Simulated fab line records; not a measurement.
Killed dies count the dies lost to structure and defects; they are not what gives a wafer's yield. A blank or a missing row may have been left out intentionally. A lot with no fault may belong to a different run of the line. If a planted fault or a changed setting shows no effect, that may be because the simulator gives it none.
Struck lot and sound lot, side by side | flow nand_harc | 41 steps out of a route of 1159
Sound: wafers L649.3, L649.4, L649.6. Struck: wafer L652.4. The cause comes at the end.
Each step with rows lists, per side, the tool, then ch with its chambers, then its first start. Under that, the readings that differ: sound wafers | struck wafers | difference of the means | sigmas: that difference in standard deviations of wafers without a fault.
alike: same words and numbers on both sides, and readings whose means sit less than 2 such deviations apart. not compared: any withheld reading, any reading some wafer has no value for, any bound like >300 that may hide the same value, and any number with overlapping values for which the record gives no deviation.
A row with sigmas, a row that says differs or no value, or rows on one side alone: a step with any of these is where the two part. When numbers do not overlap yet have no deviation, they are printed without sigmas and do not part them. A reading missing from all wafers of one side parts the sides only when that side holds two or more wafers.

first, 7 steps without rows for these wafers: NHARC_A_STAIRCASE_COAT_244; NHARC_A_STAIRCASE_SOFTBAKE_245 (time 170 s); NHARC_A_STAIRCASE_EBR_246; NHARC_A_STAIRCASE_EXPOSE_247 (exposes mask SDS 1); NHARC_A_STAIRCASE_PEB_248 (peb time 130 s); NHARC_A_STAIRCASE_DEVELOP_249 (time 140 s); NHARC_A_STAIRCASE_HARDBAKE_251 (time 140 s).
NHARC_A_STAIRCASE_DESCUM_252: chemistry O2, time 3 s.
  sound on rie_diel-12 ch 2,3, day 12 12:07; struck on rie_diel-12 ch 2, day 13 15:05
  alike: drypump_motor_current_A, oes_product_au, rf_vpp_V, showerhead_plenum_p_Torr, throttle_valve_pct
  not compared: rf_hours_counter_h
then, 3 steps without rows for these wafers: NHARC_A_STAIRCASE_ETCH_253 (etches the open film in C4F8/O2, target depth 50 nm, time 20.2 s); NHARC_A_STAIRCASE_STRIP_254 (strips in O2); NHARC_A_STAIRCASE_STRIP_255 (strips in SPM, time 900 s).
NHARC_A_STAIRCASE_PRECLEAN_256: cleans in SC1.
  sound on wet_bench-04 ch 0,3,4, day 12 12:47; struck on wet_bench-04 ch 2, day 13 15:41
following that, these wafers have no rows for 1 step: NHARC_A_STAIRCASE_SRD_257.
NHARC_A_STAIRCASE_HM_DEP_456: deposits aC, target thk 1500 nm.
  sound on acl_dep-01 ch 0, day 12 14:19; struck on acl_dep-02 ch 0, day 13 20:17
  alike: throttle_valve_pct
then, 12 steps without rows for these wafers: NHARC_A_STAIRCASE_DEP_259 (deposits SiON, target thk 30 nm); NHARC_A_STAIRCASE_DEHYDRATE_281 (time 120 s); NHARC_A_STAIRCASE_HMDS_282 (time 30 s); NHARC_A_STAIRCASE_COAT_283; NHARC_A_STAIRCASE_SOFTBAKE_284 (time 170 s); NHARC_A_STAIRCASE_EBR_285; NHARC_A_STAIRCASE_EXPOSE_286 (exposes mask CHOP 100); NHARC_A_STAIRCASE_PEB_287 (peb time 130 s); NHARC_A_STAIRCASE_DEVELOP_288 (time 140 s); NHARC_A_STAIRCASE_HARDBAKE_290 (time 140 s); NHARC_A_STAIRCASE_DESCUM_291 (chemistry O2, time 3 s); NHARC_A_STAIRCASE_ETCH_292 (etches the open film in CF4/CHF3).
NHARC_A_STAIRCASE_HM_OPEN_460: chemistry O2/COS.
  sound: rie_diel-12 ch 0,1,2; struck: rie_diel-12 ch 3
  alike: bias_w, drypump_motor_current_A, oes_product_au, rf_vpp_V, showerhead_plenum_p_Torr, throttle_valve_pct
  not compared: rf_hours_counter_h
then, 2 steps without rows for these wafers: NHARC_A_STAIRCASE_STRIP_461 (strips in O2/COS); NHARC_A_STAIRCASE_ETCH_452 (etches the open film in CF4/O2, target depth 30 nm, overetch 3 nm, time 16.5 s).
NHARC_A_STAIRCASE_ETCH_294: etches the open film in C4F8/O2/Ar, target depth 4992 nm, time 1212.4 s.
  sound: rie_diel-12 ch 0,1,2; struck: rie_diel-12 ch 2
  alike: bias_w, oes_product_au, rf_vpp_V
  not compared: rf_hours_counter_h
then, 4 steps without rows for these wafers: NHARC_A_STAIRCASE_STRIP_295 (strips in O2); NHARC_A_STAIRCASE_STRIP_296 (strips in SPM, time 900 s); NHARC_A_STAIRCASE_PRECLEAN_297 (cleans in SC1); NHARC_A_STAIRCASE_SRD_298.
NHARC_A_STAIRCASE_HM_DEP_462: deposits aC, target thk 800 nm.
  sound on acl_dep-03 ch 0, day 12 20:06; struck on acl_dep-02 ch 0, day 14 04:37
  alike: throttle_valve_pct
then, 4 steps without rows for these wafers: NHARC_A_STAIRCASE_DEP_301 (deposits SiON, target thk 30 nm); NHARC_A_STAIRCASE_DEHYDRATE_302 (time 120 s); NHARC_A_STAIRCASE_HMDS_303 (time 30 s); NHARC_A_STAIRCASE_COAT_304.
-- a jump in the record: the struck wafers' starts before and after are 2 days apart (it breaks off in module A_STAIRCASE and resumes in module A_SGD_CUT, where the first step shown is number 747 of the route) --
NHARC_A_SGD_CUT_DEP_00: deposits SiNx, target thk 50 nm.
  sound on pecvd-03 ch 0,1,2, day 14 19:04; struck on pecvd-03 ch 1, day 16 11:22
  reading | sound | struck                   | difference                   | sigmas
  hold    | - - - | await_dispo/3.0h/release | no value on the sound wafers |
  alike: heater_power_w
-- record jumps: 6 days between struck wafers' starts before vs after; left off in module A_SGD_CUT, resumes in module END, first step shown is number 1159 of the route --
NHARC_END_SORT_01:
  sound on prober-02 ch 0, day 20 05:31; struck on prober-02 ch 0, day 22 15:26
  reading         | sound    | struck | difference | sigmas
  killed_at_array | 27 29 30 | 73     | +44        | +4
  killed_dies     | 29 32 33 | 79     | +48        | +5
  alike: killed_at_other, killed_at_periphery, killed_open, killed_short

WHERE THEY PART
First at NHARC_A_SGD_CUT_DEP_00; last, within this record, at NHARC_END_SORT_01.

WHY: whatever the simulator had introduced
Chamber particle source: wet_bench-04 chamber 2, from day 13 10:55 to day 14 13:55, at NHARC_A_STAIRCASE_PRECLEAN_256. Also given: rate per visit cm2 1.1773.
